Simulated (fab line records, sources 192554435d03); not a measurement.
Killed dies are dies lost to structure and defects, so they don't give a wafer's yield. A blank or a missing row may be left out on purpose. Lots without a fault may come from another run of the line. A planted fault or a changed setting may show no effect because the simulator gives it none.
Which tool did it? | flow n5_finfet | 11 lots, 33 wafers sampled, at 1 step of a route of 1938

WHAT THE GAUGES READ, wafer by wafer
N5_BEOL_M13_CD_MEAS_17: target cd 190 nm.
lot  | measured     | on        | cd_nm (nm)
L729 | day 11 03:07 | cd_sem-02 | 188.4 188.4 190.0
L733 | day 11 19:01 | cd_sem-01 | 190.1 191.0 190.2
L738 | day 12 15:14 | cd_sem-02 | 189.6 191.4 190.5
L736 | day 12 16:34 | cd_sem-01 | 191.5 190.4 189.1
L737 | day 12 22:23 | cd_sem-01 | 189.9 190.5 189.7
L735 | day 13 07:05 | cd_sem-03 | 193.7 191.3 192.5
L739 | day 13 13:11 | cd_sem-01 | 192.7 190.7 192.2
L741 | day 13 22:46 | cd_sem-03 | 190.1 191.1 189.7
L746 | day 14 22:17 | cd_sem-02 | 190.5 188.4 189.0
L749 | day 15 17:19 | cd_sem-03 | 191.3 190.9 193.4
L752 | day 16 08:04 | cd_sem-02 | 190.2 190.1 189.6

WHICH TOOL RAN EACH LOT (tool, then ch and the chambers of the sampled wafers, then the start)
The record holds no process step before these readings.

WHAT THE TOOLS THEMSELVES READ (means of the sampled wafers that have a number; where no wafer has one, the mark that the record gives instead)
The record holds no such reading with a usual standard deviation.

THE ANSWER, worked out from the rows above alone
Rule: what is usual is taken from the lots themselves. Put in order of their means at a reading, lots are off if they are a third of the lots or fewer, leave a main group of 4 or more, and stand apart from it by a gap of 3 or more times the standard deviation of the main group's means; of several such gaps the widest counts. A main group whose means are all the same, to the digits that the tables above print for the reading, isn't used. A lot without any number at a reading at which 4 lots or more have one is off too. The other lots that the step has rows for count as sound. The gauges are gone through in route order, then the tools' own readings, and for those a lot's mean is taken as printed above. The first step at which some lot is off is used, and at that step the reading that is off furthest; a lot without a number counts as furthest.
No lot is off at any reading shown: from this, nothing can be told.

WHAT THE SIMULATOR HAD PUT IN
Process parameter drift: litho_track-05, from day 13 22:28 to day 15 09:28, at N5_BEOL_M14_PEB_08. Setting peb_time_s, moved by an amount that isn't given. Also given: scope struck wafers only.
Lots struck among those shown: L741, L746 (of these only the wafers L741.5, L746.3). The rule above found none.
